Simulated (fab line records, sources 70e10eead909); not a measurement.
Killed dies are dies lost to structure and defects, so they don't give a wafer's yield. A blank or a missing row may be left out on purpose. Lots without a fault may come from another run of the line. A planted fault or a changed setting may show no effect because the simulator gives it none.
Problem report in the 8D (eight disciplines) form, filled by code | flow nand_harc | the parts of the form that need people (team, actions taken, sign-off) are left out

1. THE PROBLEM
mfc_precursor_sccm at NHARC_A_STAIRCASE_DEP_325 reads a mean of 343.1 sccm on 6 wafers of 2 lots; wafers without a fault read 200.0 sccm with a standard deviation of 0.62. That is +99 or more standard deviations from the usual mean.
The step: deposits SiO2, target thk 7200 nm.
First seen on wafer L196.6, day 23 09:25, on pecvd-02. The record holds 39 wafers of 13 lots with a number at this step. Rule for "out", or "out of limits": more than 4 standard deviations from the usual mean. The other wafers with a number count as sound.

2. WHAT IT IS AND WHAT IT IS NOT
question                    | is                     | is not
which readings at this step | mfc_precursor_sccm     | heater_power_w
which lots                  | L196, L199             | L186, L188, L189, L201, L202, L203, L205, L206, L207, L208, L209
which wafers of those lots  | all that have a number | -
read on which tools         | pecvd-02               | pecvd-03, pecvd-04
when                        | from day 23 09:25      | up to then (9 sound wafers); but 24 sound wafers of L201, L202, L203, L205, L206, L207, L208, L209 came after

3. SUSPECTS, AND WHAT RULES EACH OUT
Counting: a tool at a process step up to the reading stays a suspect if it ran every lot that is out and no sound lot after the first of them.
- rie_diel-03 at NHARC_A_STAIRCASE_ETCHBACK_416 (etches the open film in C4F8/O2/Ar, target depth 36 nm, time 7.2 s): ruled out as a lasting fault. Sound lots L202, L209 ran on it after its first lot that is out, L196 (day 22 06:59). NHARC_A_STAIRCASE_ETCHBACK_416 gives no start for some lots, so the hours and the order of its lots are those of NHARC_A_STAIRCASE_ALD_420.
- pecvd-04 at NHARC_A_STAIRCASE_DEP_322 (deposits SiO2, target thk 7200 nm): ruled out as a lasting fault. Sound lots L202, L207, L206 ran on it after its first lot that is out, L196 (day 22 23:22).
- pecvd-02 at NHARC_A_STAIRCASE_DEP_325 (deposits SiO2, target thk 7200 nm): ruled out as a lasting fault. Sound lots L209 ran on it after its first lot that is out, L196 (day 23 09:25).
Left after counting: nothing in the record.

4. THE CAUSE (what the simulator had put in)
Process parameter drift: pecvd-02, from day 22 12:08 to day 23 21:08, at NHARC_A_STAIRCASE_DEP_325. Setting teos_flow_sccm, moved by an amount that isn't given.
Counting ruled it out, wrongly.

5. THE CHAIN OF EFFECTS, in route order
Each row: a reading whose mean over the struck wafers that have a number lies more than 3 standard deviations from the usual. Only readings for which the record gives a usual standard deviation are gone through. hours: the time from each lot's start at the first step in this table that gives one to its start at this step, as a median over the lots. sigmas: the change in usual standard deviations.
hours | step                      | reading            | usual      | on struck wafers | change | sigmas
0     | NHARC_A_STAIRCASE_DEP_325 | mfc_precursor_sccm | 200.0 sccm | 343.1            | +143.1 | +99 or more
The process steps in it:
- NHARC_A_STAIRCASE_DEP_325: deposits SiO2, target thk 7200 nm.

6. WHAT WOULD HAVE CAUGHT IT SOONER
In this record the first reading out of limits was taken at day 23 09:25, 21 hours after the fault began at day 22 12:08.
